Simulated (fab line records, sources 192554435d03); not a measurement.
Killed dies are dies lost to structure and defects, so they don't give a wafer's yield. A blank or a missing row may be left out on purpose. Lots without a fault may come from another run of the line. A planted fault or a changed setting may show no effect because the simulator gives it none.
fab line records | flow n5_finfet
record lots=7 wafers=39
route steps=1938 shown SD_EPI_N@279 SD_EPI_P@312 MOL_CONTACT_COAG@542 BEOL_M0_SAQP@635
start_h: hours from the record's first day to the start of the lot's first wafer shown | wait_h: hours since the lot's step before | " the same as in the row above | L1.1+2: a row that stands for several wafers | - no value, or no start given | * or withheld: withheld | < > ~ a bound
route shown NAME@n: a module of which the file shows steps, and the number in the route of the first | usual: mean/standard deviation of fault-free wafers | same: alike in all rows | chamber/n: place in a boat | sites: the reading at each site | _std_site: their standard deviation | _edge_site: outer sites' mean less inner sites' | radius_mm: how far each site lies from the wafer's centre | mask NAME#n: copy n | behind: the tool/chamber that last shaped the wafer | hold: why the lot was held/for how many hours/how that ended | device: the transistor (n, p or np) that didn't switch | end of line: the same wafers' tests at the end of the route | a step without rows: its recipe alone | killed: dies lost to structure and defects at the first sort, not the wafer's yield | map: a wafer's dies, x killed, . not, _ none there
set.NAME: the setting as run; set.NAME@STEP: as run at that earlier step | model.NAME: the simulator's own value behind a step, which no gauge read
lots whose settings were changed on purpose; a table a step, a row a wafer
## steps
# step N5_SD_EPI_N_ETCH_16
# recipe chemistry=CHF3/O2 target=SiO2 target_depth_a=50 mask_material=SOC pressure_mtorr=30 source_w=650 bias_w=170 Ar_flow_sccm=200 CHF3_flow_sccm=50 O2_flow_sccm=5 ion_energy_ev=200
# columns lot.wafer tool chamber start_h wait_h set.target_depth_a model.etch.depth_nm
L074.1 rie_diel-05 2 53.41 0.1 50 5.327
L074.2 " 3 " " 50 4.875
L074.3 " 0 " " 40.5 4.013
L074.4 " 1 " " 40.5 4.032
L074.5 " 2 " " 40.5 4.288
L074.6 " 1 " " 50 5.034
L077.1 rie_diel-05 2 72.98 0.1 50 5.346
L077.2 " 1 " " 39.4 3.965
L077.3 " 3 " " 39.4 3.875
L077.4 " 0 " " 50 4.966
L077.5 " 2 " " 39.4 4.181
L077.6 " 3 " " 50 4.877
L081.3 rie_diel-01 2 90.51 0.1 50 5.067
L081.5 " 0 " " 50 5.069
L081.6 " 1 " " 50 5.138
L085.1 rie_diel-01 3 119.01 0.1 50 5.089
L085.2 " 2 " " 58.92 5.966
L085.3 " 1 " " 50 5.098
L085.4 " 0 " " 50 5.005
L085.5 " 0 " " 58.92 5.895
L085.6 " 3 " " 58.92 6.02
L086.1 rie_diel-01 2 130.65 0.1 50 4.971
L086.2 " 1 " " 65.16 6.631
L086.3 " 0 " " 65.16 6.521
L086.4 " 3 " " 65.16 6.584
L086.5 " 0 " " 50 4.953
L086.6 " 3 " " 50 5.089
L087.1 rie_diel-05 3 134.13 0.1 50 4.935
L087.2 " 0 " " 34.26 3.413
L087.3 " 2 " " 34.26 3.625
L087.4 " 1 " " 50 5.055
L087.5 " 2 " " 50 5.358
L087.6 " 1 " " 34.26 3.489
L091.1 rie_diel-01 3 154.27 0.1 50 5.073
L091.2 " 1 " " 28.12 2.891
L091.3 " 2 " " 28.12 2.83
L091.4 " 0 " " 50 5.023
L091.5 " 0 " " 50 5.054
L091.6 " 3 " " 28.12 2.857
# step N5_SD_EPI_P_ETCH_16
# recipe chemistry=CHF3/O2 target=SiO2 target_depth_a=50 mask_material=SOC pressure_mtorr=30 source_w=650 bias_w=170 Ar_flow_sccm=200 CHF3_flow_sccm=50 O2_flow_sccm=5 ion_energy_ev=200
# columns lot.wafer tool chamber start_h wait_h set.target_depth_a model.etch.depth_nm model.SiARC_of_SD_EPI_P_COAT_35.thk_nm
L074.1 rie_diel-06 2 58.96 0.1 31.59 3.031 14
L074.2 " 3 " " 50 4.916 11.8
L074.3 " 1 " " 50 4.917 12
L074.4 " 0 " " 31.59 3.1 13
L074.5 " 1 " " 50 4.871 11.8
L074.6 " 2 " " 31.59 3.039 13.8
L077.1 rie_diel-04 1 77.34 0.1 50 4.927 12
L077.2 " 0 " " 73.09 7.143 10.2
L077.3 " 3 " " 73.09 7.633 8.6
L077.4 " 2 " " 50 4.908 11.6
L077.5 " 0 " " 50 4.855 12
L077.6 " 3 " " 73.09 7.541 8.6
L081.3 rie_diel-02 3 94.98 0.1 50 4.911 12.4
L081.5 " 3 " " 50 4.914 12.4
L081.6 " 1 " " 50 4.889 12
L085.1 rie_diel-06 2 124.24 0.1 71.4 6.81 11.4
L085.2 " 1 " " 71.4 6.956 10.6
L085.3 " 0 " " 71.4 7.252 9.4
L085.4 " 3 " " 50 4.911 11.8
L085.5 " 2 " " 50 4.754 12.8
L085.6 " 3 " " 50 4.951 11.8
L086.1 rie_diel-02 3 135.13 0.1 50 4.927 12.4
L086.2 " 1 " " 50 4.892 12.2
L086.3 " 0 " " 50 4.965 12.2
L086.4 " 2 " " 50 4.957 12.2
L086.5 " 2 " " 50 4.917 12.2
L086.6 " 1 " " 50 4.905 12.4
L087.1 rie_diel-02 2 138.70 0.1 50 4.955 12.2
L087.2 " 1 " " 50 4.925 12.2
L087.3 " 3 " " 41.97 4.129 12.8
L087.4 " 0 " " 41.97 4.147 12.6
L087.5 " 2 " " 41.97 4.15 12.8
L087.6 " 3 " " 50 4.916 12.4
L091.1 rie_diel-02 0 158.87 0.1 50 4.917 12.2
L091.2 " 3 " " 50 4.878 12.6
L091.3 " 2 " " 41.89 4.161 12.8
L091.4 " 1 " " 41.89 4.114 12.8
L091.5 " 1 " " 50 4.939 12.2
L091.6 " 0 " " 41.89 4.118 13
# step N5_MOL_CONTACT_COAG_PRECLEAN_111
# recipe chemistry=NF3:NH3 afs_cycles=1 temp_c=30 time_s=20 sublimation_temp_c=180 sublimation_time_s=60 pressure_torr=3 rf_power_w=30
# columns lot.wafer tool chamber start_h wait_h set.time_s model.SiNx_of_SPACER0_ALD_07.thk_nm model.SiNx_of_GATE_CUT_SAC_CAP_01.thk_nm
L077.1+3+6 remote_plasma-01 0 114.81 0.2 23.69 1 20.2
L077.2+4 " 0 " " 20 1.2 20.4
L077.5 " 0 " " 20 1.2 20.2
L074.1+5+6 remote_plasma-01 1 121.67 1.1 20 1.2 20.2
L074.2+3+4 " 1 " " 12.27 1.4 20.6
L081.3+5+6 remote_plasma-02 0 129.82 0.8 20 1.2 20.4
L085.1+3+5 remote_plasma-02 0 157.18 0.6 20 1.2 20.4
L085.2 " 0 " " 20 1 20.4
L085.4+6 " 0 " " 20 1.2 20.2
L086.1+2+6 remote_plasma-01 0 170.06 0.4 20 1.2 20.4
L086.3+4+5 " 0 " " 28.77 0.8 20
L087.1+5 remote_plasma-01 1 173.31 0.2 20 1 20.2
L087.2+3 " 1 " " 26.12 0.8 20
L087.4 " 1 " " 26.12 0.8 20.2
L087.6 " 1 " " 20 1.2 20.2
L091.1+2+4 remote_plasma-02 1 195.20 0.3 31.83 0.6 19.8
L091.3 " 1 " " 20 1.2 20.4
L091.5 " 1 " " 20 1.2 20.2
L091.6 " 1 " " 20 1 20.2
# step N5_MOL_CONTACT_COAG_TI_SIL_19
# recipe material=Ti target_thk_a=42 temp_c=200 chamber_pressure_pa=5 power_w=5000 time_s=15
# step N5_MOL_CONTACT_COAG_ALD_20
# recipe material=TiN target_thk_a=15 temp_c=400 ald_precursor_family=TiCl4 ald_co_reactant=NH3 pulse_time_s=1 purge_time_s=3 co_reactant_purge_time_s=2 co_reactant_pulse_time_s=2 ald_cycles=68 pressure_torr=3
# step N5_MOL_CONTACT_COAG_PRECLEAN_125
# recipe chemistry=DIW time_s=57.5 temp_c=23
# step N5_MOL_CONTACT_COAG_SRD_126
# recipe dry_time_s=32 dry=n2_spin spin_rpm=1500
# step N5_MOL_CONTACT_COAG_CMP_23
# recipe stop_on=SiO2 t_overpolish_s=1.5 post_cmp_clean=cu_alkaline down_force_psi=2 platen_rpm=50.289 pad_velocity_m_s=1.0006 target_thk_nm=0
# columns lot.wafer tool chamber start_h wait_h set.time_s@MOL_CONTACT_COAG_PRECLEAN_111 model.SiNx_of_GATE_CUT_SAC_CAP_01.thk_nm
L077.1+3+6 cmp-04 2,3,2 119.76 0.1 23.69 18.2
L077.2 " 0 " " 20 18.4
L077.4+5 " 1,3 " " 20 18.2
L074.1+5+6 cmp-02 1,1,2 126.69 0.0 20 18.2
L074.2+4 " 2,0 " " 12.27 18.4
L074.3 " 3 " " 12.27 18.6
L081.3 cmp-02 2 133.38 0.1 20 18.4
L081.6+5 " 1,2 " " 20 18.2
L085.2+1+3 cmp-04 3,1,2 162.09 0.0 20 18.4
L085.4+6+5 " 0,3,0 " " 20 18.2
L086.2+1 cmp-04 2,0 173.30 0.0 20 18.2
L086.4 " 3 " " 28.77 17.8
L086.3+5 " 1,2 " " 28.77 18
L086.6 " 3 " " 20 18.4
L087.4+2 cmp-02 2,3 180.35 0.0 26.12 18
L087.3 " 0 " " 26.12 17.8
L087.1+6+5 " 1,2,3 " " 20 18.2
L091.1+2+4 cmp-04 2,3,0 201.35 0.0 31.83 17.8
L091.3 " 1 " " 20 18.4
L091.5+6 " 2,3 " " 20 18.2
# step N5_MOL_CONTACT_COAG_WET_ETCH_26
# recipe target=Co target_depth_nm=13
# step N5_MOL_CONTACT_COAG_WET_ETCH_116
# recipe chemistry=SC1-inhibited target_depth_nm=4.6 dry=ipa_marangoni rinse_time_s=30 rinse_temp_c=23
# columns lot.wafer tool chamber start_h wait_h set.time_s@MOL_CONTACT_COAG_PRECLEAN_111 model.SiNx_of_GATE_CUT_SAC_CAP_01.thk_nm
L077.1+3+6 wet_bench-01 7,5,4 120.26 0.0 23.69 18
L077.2+4+5 " 0,3,6 " " 20 18.2
L074.1+6 wet_bench-02 0,5 127.19 0.0 20 18.2
L074.2+3+4 " 4,1,6 " " 12.27 18.4
L074.5 " 7 " " 20 18
L081.3+5+6 wet_bench-01 0,2,3 133.84 0.0 20 18.2
L085.1+2+3+4+5 wet_bench-02 1,2,3,5,4 162.59 0.0 20 18.2
L085.6 " 0 " " 20 18
L086.1+2+6 wet_bench-02 3,2,7 173.81 0.0 20 18.2
L086.3+4+5 " 5,4,6 " " 28.77 17.8
L087.1 wet_bench-06 6 180.85 0.0 20 18.2
L087.2+3 " 4,2 " " 26.12 17.8
L087.4 " 3 " " 26.12 18
L087.5+6 " 7,5 " " 20 18
L091.1+4 wet_bench-02 6,3 201.85 0.0 31.83 17.8
L091.2 " 5 " " 31.83 17.6
L091.3+5+6 " 2,7,4 " " 20 18.2
# step N5_MOL_CONTACT_COAG_ALD_27
# recipe material=SiOC target_thk_a=170 temp_c=400 ald_precursor_family=carbosiloxane ald_co_reactant=H2-plasma pulse_time_s=1.5 time_s=2720 purge_time_s=2 co_reactant_purge_time_s=2 ald_cycles=340 pressure_torr=2
# step N5_MOL_CONTACT_COAG_CMP_28
# recipe stop_on=SiNx t_overpolish_s=0.85 post_cmp_clean=alkaline_brush down_force_psi=4.15 platen_rpm=51.8 pad_velocity_m_s=1.0307 target_thk_nm=14.522
# columns lot.wafer tool chamber start_h wait_h set.time_s@MOL_CONTACT_COAG_PRECLEAN_111 model.SiNx_of_GATE_CUT_SAC_CAP_01.thk_nm
L077.3+1+6 cmp-04 1,2,2 122.15 0.8 23.69 17.8
L077.4+2 " 3,0 " " 20 18
L077.5 " 1 " " 20 17.8
L074.3+2 cmp-02 0,3 129.08 0.8 12.27 18.2
L074.4 " 1 " " 12.27 18
L074.1+6+5 " 2,0,1 " " 20 17.8
L081.3+6+5 cmp-04 1,3,0 135.80 0.9 20 18
L085.1+3+2+5 cmp-02 0,2,3,0 164.77 0.8 20 18
L085.4+6 " 1 " " 20 17.8
L086.1+2+6 cmp-02 3,1,3 175.73 0.8 20 18
L086.4+3+5 " 0,2,0 " " 28.77 17.6
L087.2+3 cmp-04 2,3 183.03 1.1 26.12 17.6
L087.4 " 0 " " 26.12 17.8
L087.1+5+6 " 1,2,3 " " 20 17.8
L091.4+1+2 cmp-04 1,2,0 203.74 0.8 31.83 17.4
L091.3 " 3 " " 20 18
L091.5+6 " 1,2 " " 20 17.8
# step N5_MOL_CONTACT_COAG_THK_MEAS_29
# recipe reads=SiNx_of_GATE_CUT_PECVD_57+SiNx_of_GATE_CUT_SAC_CAP_01
# usual MD_CAP_THK=17.90/0.089
# columns lot.wafer tool chamber start_h wait_h set.time_s@MOL_CONTACT_COAG_PRECLEAN_111 MD_CAP_THK[nm]
L077.1 film_metro-02 - 122.45 - 23.69 17.83
L077.2 " - " " 20 17.91
L077.3 " - " " 23.69 17.80
L077.4 " - " " 20 17.95
L077.5 " - " " 20 17.94
L077.6 " - " " 23.69 17.76
L074.1 film_metro-01 - 129.37 - 20 17.83
L074.2 " - " " 12.27 18.08
L074.3 " - " " 12.27 18.17
L074.4 " - " " 12.27 18.10
L074.5 " - " " 20 17.76
L074.6 " - " " 20 17.81
L081.3 film_metro-01 - 136.02 - 20 18.02
L081.5 " - " " 20 17.93
L081.6 " - " " 20 17.94
L085.1 film_metro-01 - 165.06 - 20 18.07
L085.2 " - " " 20 17.94
L085.3 " - " " 20 17.99
L085.4 " - " " 20 17.82
L085.5 " - " " 20 17.93
L085.6 " - " " 20 17.82
L086.1 film_metro-01 - 176.02 - 20 17.88
L086.2 " - " " 20 17.94
L086.3 " - " " 28.77 17.64
L086.4 " - " " 28.77 17.48
L086.5 " - " " 28.77 17.63
L086.6 " - " " 20 17.97
L087.1 film_metro-01 - 183.32 - 20 17.91
L087.2 " - " " 26.12 17.64
L087.3 " - " " 26.12 17.54
L087.4 " - " " 26.12 17.73
L087.5 " - " " 20 17.87
L087.6 " - " " 20 17.81
L091.1 film_metro-01 - 204.03 - 31.83 17.43
L091.2 " - " " 31.83 17.43
L091.3 " - " " 20 17.99
L091.4 " - " " 31.83 17.45
L091.5 " - " " 20 17.91
L091.6 " - " " 20 17.89
# step N5_MOL_CONTACT_COAG_ALD_123
# recipe material=SiNx target_thk_a=50 temp_c=400 ald_precursor_family=SiH2I2 ald_co_reactant=N2/H2-plasma pulse_time_s=1 purge_time_s=2 co_reactant_purge_time_s=2 ald_cycles=100 pressure_torr=2
# step N5_MOL_CONTACT_COAG_PECVD_31
# recipe material=SiO2 target_thk_a=460 temp_c=400 precursor=TEOS/O2 pressure_torr=6.5 rf_w=withheld teos_flow_sccm=withheld gas=O2 flow_sccm=2650 time_s=8.9
# step N5_MOL_CONTACT_COAG_VIA_ETCH_46
# recipe chemistry=C4F6/O2 target_depth_a=460 overetch_a=92 mask_material=SOC target=SiO2 bias_w=455 pressure_mtorr=10 time_s=40 source_w=325 Ar_flow_sccm=300 C4F6_flow_sccm=10 O2_flow_sccm=10 ion_energy_ev=575.3 ends=end_point
# step N5_MOL_CONTACT_COAG_STRIP_96
# recipe chemistry=N2/H2 power_w=500 temp_c=40 pressure_mtorr=50 rf_frequency_hz=6e+07 overash_fraction=0.3 bias_power_w=28 h2_frac=0.5 n2_flow_sccm=300 h2_flow_sccm=300
# step N5_MOL_CONTACT_COAG_ETCH_47
# recipe chemistry=CH3F/O2 target=SiNx target_depth_a=270 mask_material=SiO2 stop_on=W over_etch_frac=0.2 ion_energy_ev=120 endpoint=OES-CN pressure_mtorr=30 source_w=395 bias_w=73 Ar_flow_sccm=150 CH3F_flow_sccm=30 O2_flow_sccm=20 ends=end_point
# columns lot.wafer tool chamber start_h wait_h set.time_s@MOL_CONTACT_COAG_PRECLEAN_111 model.etch.depth_nm model.MOL_CONTACT_COAG.feature_depth_nm
L077.1 rie_diel-05 2 124.84 0.0 23.69 17.8 18.4
L077.2 " 3 " " 20 17.96 18.6
L077.3 " 0 " " 23.69 17.77 18.4
L077.4 " 1 " " 20 17.93 18.6
L077.5 " 1 " " 20 17.88 18.4
L077.6 " 2 " " 23.69 17.79 18.4
L074.1+6 rie_diel-01 0,2 131.25 0.0 20 17.84 18.4
L074.2 " 3 " " 12.27 18.15 18.8
L074.3 " 2 " " 12.27 18.17 18.8
L074.4 " 1 " " 12.27 18.1 18.6
L074.5 " 3 " " 20 17.8 18.4
L081.3 rie_diel-01 1 138.02 0.0 20 17.97 18.6
L081.5 " 1 " " 20 17.95 18.6
L081.6 " 0 " " 20 17.94 18.6
L085.1 rie_diel-01 3 166.87 0.0 20 18.03 18.6
L085.2+3 " 1,0 " " 20 17.98 18.6
L085.4 " 2 " " 20 17.89 18.4
L085.5 " 3 " " 20 17.92 18.6
L085.6 " 2 " " 20 17.82 18.4
L086.1 rie_diel-03 0 178.40 0.0 20 17.92 18.6
L086.2 " 3 " " 20 17.94 18.6
L086.3 " 1 " " 28.77 17.6 18.2
L086.4 " 2 " " 28.77 17.54 18.2
L086.5 " 3 " " 28.77 17.61 18.2
L086.6 " 0 " " 20 17.97 18.6
L087.1 rie_diel-05 0 184.90 0.0 20 17.89 18.4
L087.2 " 1 " " 26.12 17.61 18.2
L087.3 " 2 " " 26.12 17.56 18.2
L087.4 " 3 " " 26.12 17.72 18.2
L087.5 " 3 " " 20 17.84 18.4
L087.6 " 0 " " 20 17.81 18.4
L091.1 rie_diel-03 1 206.69 0.0 31.83 17.46 18
L091.2 " 3 " " 31.83 17.44 18
L091.3 " 0 " " 20 17.98 18.6
L091.4 " 2 " " 31.83 17.47 18
L091.5 " 1 " " 20 17.89 18.4
L091.6 " 0 " " 20 17.88 18.4
# step N5_BEOL_M0_SAQP_PECVD_03
# recipe material=SiCN target_thk_a=120 temp_c=withheld precursor=3MS/NH3 pressure_torr=3 rf_w=202 time_s=21.1
# columns lot.wafer tool chamber start_h wait_h set.time_s model.SiCN_of_BEOL_M0_SAQP_PECVD_03.thk_nm
L077.1 pecvd-04 2 132.03 0.1 21.1 11.6
L077.2+6 " 0,2 " " 29.36 16.4
L077.3 " 1 " " 21.1 11.4
L077.4 " 0 " " 29.36 16.6
L077.5 " 1 " " 21.1 11.8
L074.1 pecvd-04 1 138.86 0.1 27.82 15.2
L074.2 " 0 " " 21.1 11.8
L074.3 " 2 " " 27.82 15.4
L074.4 " 1 " " 21.1 11.6
L074.5 " 2 " " 27.82 15.6
L074.6 " 0 " " 21.1 12
L081.3 pecvd-04 1 147.77 0.1 21.1 11.6
L081.5+6 " 0,1 " " 21.1 12
L085.1 pecvd-03 1 173.16 0.1 21.1 11.8
L085.2 " 2 " " 24.94 14.2
L085.3+4 " 0,1 " " 24.94 14
L085.5+6 " 2,0 " " 21.1 12.2
L086.1+2+3 pecvd-02 0,1,2 184.89 0.1 21.1 12.2
L086.4+5+6 " 2,1,0 " " 32.14 18.4
L087.1+3+5 pecvd-03 0,1,1 192.70 0.1 21.1 11.8
L087.2 " 2 " " 21.1 12.2
L087.4+6 " 2,0 " " 21.1 12
L091.1+3+4 pecvd-03 0,1,0 212.64 0.1 21.1 12
L091.2+5+6 " 1,0,1 " " 13.41 7.6
## key
split step=N5_SD_EPI_N_ETCH_16 setting=target_depth_a stated=50 by=wafer
response step=N5_SD_EPI_N_ETCH_16 reading=model.etch.depth_nm change=+0.0507 per=1% r=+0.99
split step=N5_SD_EPI_P_ETCH_16 setting=target_depth_a stated=50 by=wafer
response step=N5_SD_EPI_P_ETCH_16 reading=model.etch.depth_nm change=+0.0517 per=1% r=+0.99
response step=N5_SD_EPI_P_ETCH_16 reading=model.SiARC_of_SD_EPI_P_COAT_35.thk_nm change=-0.0475 per=1% r=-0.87
split step=N5_MOL_CONTACT_COAG_PRECLEAN_111 setting=time_s stated=20 by=wafer
response step=N5_MOL_CONTACT_COAG_PRECLEAN_111 reading=model.SiNx_of_SPACER0_ALD_07.thk_nm change=-0.00838 per=1% r=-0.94
response step=N5_MOL_CONTACT_COAG_PRECLEAN_111 reading=model.SiNx_of_GATE_CUT_SAC_CAP_01.thk_nm change=-0.0082 per=1% r=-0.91
response step=N5_MOL_CONTACT_COAG_CMP_23 reading=model.SiNx_of_GATE_CUT_SAC_CAP_01.thk_nm change=-0.00756 per=1% r=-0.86
response step=N5_MOL_CONTACT_COAG_WET_ETCH_116 reading=model.SiNx_of_GATE_CUT_SAC_CAP_01.thk_nm change=-0.00797 per=1% r=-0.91
response step=N5_MOL_CONTACT_COAG_CMP_28 reading=model.SiNx_of_GATE_CUT_SAC_CAP_01.thk_nm change=-0.00788 per=1% r=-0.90
response step=N5_MOL_CONTACT_COAG_THK_MEAS_29 reading=MD_CAP_THK change=-0.00807 per=1% r=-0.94
response step=N5_MOL_CONTACT_COAG_ETCH_47 reading=model.etch.depth_nm change=-0.0078 per=1% r=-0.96
response step=N5_MOL_CONTACT_COAG_ETCH_47 reading=model.MOL_CONTACT_COAG.feature_depth_nm change=-0.00813 per=1% r=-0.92
split step=N5_BEOL_M0_SAQP_PECVD_03 setting=time_s stated=21.1 by=wafer
response step=N5_BEOL_M0_SAQP_PECVD_03 reading=model.SiCN_of_BEOL_M0_SAQP_PECVD_03.thk_nm change=+0.119 per=1% r=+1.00
